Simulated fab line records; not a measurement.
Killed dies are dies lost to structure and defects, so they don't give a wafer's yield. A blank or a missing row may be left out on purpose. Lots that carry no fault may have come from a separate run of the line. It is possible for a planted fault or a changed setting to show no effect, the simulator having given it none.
A struck lot beside a sound one    flow n5_finfet    43 steps out of a route of 1938
Sound: the wafers L141.2, L141.4, L141.6. Struck: wafer L158.3 (L158.1, L158.4, from the same lot, were not struck and are left out); the cause is given at the end.
Each step with rows lists, per side, the tool, then ch with its chambers, then its first start. Under that, the readings that differ: sound wafers    struck wafers    difference of the means    sigmas: that difference in standard deviations of wafers without a fault.
alike: words and numbers the same on both sides, and readings whose means are apart by under 2 such deviations; not compared: readings that were withheld, readings missing a value for some wafer, numbers with overlapping values and no deviation given by the record, and bounds like >300 which may hide the same value.
The two part at a step that has a row with sigmas, a row that says differs or no value, or rows on one side only. Non-overlapping numbers with no deviation appear without sigmas and do not part them. A reading that every wafer of one side lacks parts them only if that side has two wafers or more.

first, 2 steps without rows for these wafers: N5_DUMMY_GATE_ETCH_32 (etches SiO2 in CF4, target depth 3.5 nm, time 3.9 s); N5_DUMMY_GATE_ETCH_23 (etches poly-Si in HBr/Cl2/O2, target depth 41 nm, time 22.3 s).
N5_DUMMY_GATE_ETCH_44: etches poly-Si in HBr/O2, stops on SiO2, target depth 127.5 nm.
  sound on rie_si-06 ch 0,1,3, day 3 02:28; struck on rie_si-06 ch 2, day 7 06:40
  alike: chamber_pressure_mTorr, drypump_motor_current_A, oes_product_au, throttle_valve_pct
  not compared: rf_hours_counter_h
N5_DUMMY_GATE_CD_MEAS_24 targets a cd of 15 nm.
  sound: cd_sem-01 at day 3 02:34; struck: cd_sem-03 at day 7 06:46
  alike: cd_nm
N5_DUMMY_GATE_ETCH_42: etches SiO2 in CHF3/O2, target depth 3.5 nm, time 31 s.
  sound on rie_diel-01 ch 1,2,3, day 3 02:43; struck on rie_diel-01 ch 0, day 7 06:49
reading                      sound        struck  difference  sigmas
drypump_motor_current_A (A)  6.4 6.8 6.3  5.1     -1.4        -3
  alike: chamber_pressure_mTorr, oes_product_au, rf_vpp_V, showerhead_plenum_p_Torr, throttle_valve_pct
  not compared: rf_hours_counter_h
then, 6 steps without rows for these wafers: N5_DUMMY_GATE_STRIP_48 (strips in N2/H2, time 20 s); N5_DUMMY_GATE_PRECLEAN_33 (cleans in dHF, time 10 s); N5_DUMMY_GATE_PRECLEAN_25 (cleans in O3/DIW, time 45 s); N5_DUMMY_GATE_PRECLEAN_51 (cleans in SC2, time 45 s); N5_DUMMY_GATE_SRD_26 (time 30 s); N5_DUMMY_GATE_UV_OZONE_45 (time 120 s).
N5_DUMMY_GATE_INSPECT_27: inspects for defects (brightfield).
  sound: defect_inspect-01 at day 3 02:57; struck: defect_inspect-01 at day 7 07:03
  alike: raw_defect_count
N5_SPACER0_ALD_07: deposits SiNx, target thk 2 nm.
  sound on ald_sin-03 ch 0,1,2, day 3 02:59; struck on ald_sin-04 ch 1, day 7 07:11
reading                                   sound  struck  difference  sigmas
model.SiNx_of_SPACER0_ALD_07.thk_nm (nm)  2 2 2  2.6     +0.6        
  alike: heater_power_w, susceptor_temp_C
then, 2 steps without rows for these wafers: N5_SPACER0_ALD_00 (deposits SiOCN, target thk 3.5 nm, pulse time 3 s, purge time 2 s); N5_SPACER0_ALD_08 (deposits SiNx, target thk 2 nm).
N5_SPACER0_INSPECT_04: inspects for defects (darkfield).
  sound: defect_inspect-01 at day 3 03:33; struck: defect_inspect-01 at day 7 07:45
reading           sound        struck  difference  sigmas
raw_defect_count  154 199 156  99      -71         -2
then, 8 steps without rows for these wafers: N5_SD_EPI_N_COAT_32 (time 60 s, resist thk 350 nm); N5_SD_EPI_N_COAT_33 (time 60 s, resist thk 35 nm); N5_SD_EPI_N_COAT_03 (resist thk 150 nm); N5_SD_EPI_N_EBR_05; N5_SD_EPI_N_SOFTBAKE_04 (time 60 s); N5_SD_EPI_N_EXPOSE_06 (exposes mask SD N BLK, target cd 120 nm); N5_SD_EPI_N_PEB_07 (peb time 60 s); N5_SD_EPI_N_DEVELOP_08 (develop time 30 s).
N5_SD_EPI_N_CD_MEAS_09 targets a cd of 120 nm.
  sound on cd_sem-03 ch 0, day 3 03:57; struck on cd_sem-02 ch 0, day 7 08:01
  alike: cd_nm
N5_SD_EPI_N_OVL_MEAS_10:
  sound on overlay-02 ch 0, day 3 03:59; struck on overlay-01 ch 0, day 7 08:03
reading            sound        struck  difference  sigmas
SD_N_BLK_OVL (nm)  0.0 1.7 1.4  -0.5    -1.5        -2
N5_SD_EPI_N_INSPECT_11: inspects for defects (macro).
  sound: defect_inspect-01 at day 3 04:01; struck: defect_inspect-01 at day 7 08:04
  alike: raw_defect_count
then, 4 steps without rows for these wafers: N5_SD_EPI_N_DESCUM_14 (chemistry O2, time 7.9 s); N5_SD_EPI_N_ETCH_34 (etches SiARC in CF4, target depth 45.5 nm, time 75.8 s); N5_SD_EPI_N_ETCH_35 (etches SOC in N2/H2, overetch 108 nm, time 486 s); N5_SD_EPI_N_STRIP_36 (strips in N2/H2).
N5_SD_EPI_N_ETCHBACK_44: etches SiNx in CH3F/O2, stops on SiO2, target depth 14.5 nm.
  sound on rie_diel-06 ch 2,3, day 3 04:28; struck on rie_diel-06 ch 2, day 7 08:31
  alike: chamber_pressure_mTorr, drypump_motor_current_A, oes_product_au, rf_vpp_V, showerhead_plenum_p_Torr, throttle_valve_pct
  not compared: rf_hours_counter_h
then, 3 steps without rows for these wafers: N5_SD_EPI_N_ETCH_45 (etches SiOCN in CH3F/O2, target depth 6 nm); N5_SD_EPI_N_ETCH_16 (etches SiO2 in CHF3/O2, target depth 5 nm); N5_SD_EPI_N_STRIP_47 (strips in CHF3/O2).
N5_SD_EPI_N_SD_RECESS_17: chemistry HBr/Cl2/O2, target depth 41 nm, time 23.7 s, bt time 3 s.
  sound on rie_si-03 ch 1,2,3, day 3 04:44; struck on rie_si-05 ch 1, day 7 08:48
  alike: chamber_pressure_mTorr, drypump_motor_current_A, oes_product_au, throttle_valve_pct
  not compared: rf_hours_counter_h
N5_SD_EPI_N_STRIP_38: strips in N2/H2.
  sound on plasma_asher-02 ch 1, day 3 04:49; struck on plasma_asher-01 ch 0, day 7 08:53
  alike: drypump_motor_current_A, heater_power_w, oes_product_au
  not compared: rf_hours_counter_h
then, 5 steps without rows for these wafers: N5_SD_EPI_N_WET_ETCH_43 (etches SiO2 in dHF, time 14 s, target depth 1.5 nm); N5_SD_EPI_N_STRIP_18 (strips in SPM, time 750 s); N5_SD_EPI_N_SRD_20 (time 30 s); N5_SD_EPI_N_PRECLEAN_48 (cleans in NF3:NH3, afs cycles 2, time 20 s, sublimation time 60 s); N5_SD_EPI_N_VAPOR_ETCH_50 (etches Si in HCl, time 54 s).
-- record jumps: 5 days separate the struck wafers' starts on either side; left off in module SD_EPI_N, taken up again in module BEOL_M4, whose first shown step is the route's number 1111 --
N5_BEOL_M4_RC_MEAS_101:
  sound on prober-01 ch 0, day 8 17:44; struck on prober-01 ch 0, day 12 03:14
reading          sound                 struck  difference  sigmas
DIBL_N (mV/V)    36.8 35.9 37.9        29.9    -7.0        -3
DIBL_P (mV/V)    37.2 36.2 38.3        31.2    -6.0        -2
REXT_N (ohm.um)  74.6 74.9 74.7        83.2    +8.5        +5
REXT_P (ohm.um)  103.5 105.2 103.6     112.0   +7.9        +3
SS_N (mV/dec)    71.6 71.2 71.5        70.0    -1.4        -2
VT_P (mV)        -253.3 -256.1 -251.9  -261.4  -7.6        -3
  alike: IOFF_N, IOFF_P, ION_N, ION_P, SS_P, VT_N

WHERE THEY PART
First at N5_DUMMY_GATE_ETCH_42; last, within this record, at N5_BEOL_M4_RC_MEAS_101.

WHY: what had been put in by the simulator
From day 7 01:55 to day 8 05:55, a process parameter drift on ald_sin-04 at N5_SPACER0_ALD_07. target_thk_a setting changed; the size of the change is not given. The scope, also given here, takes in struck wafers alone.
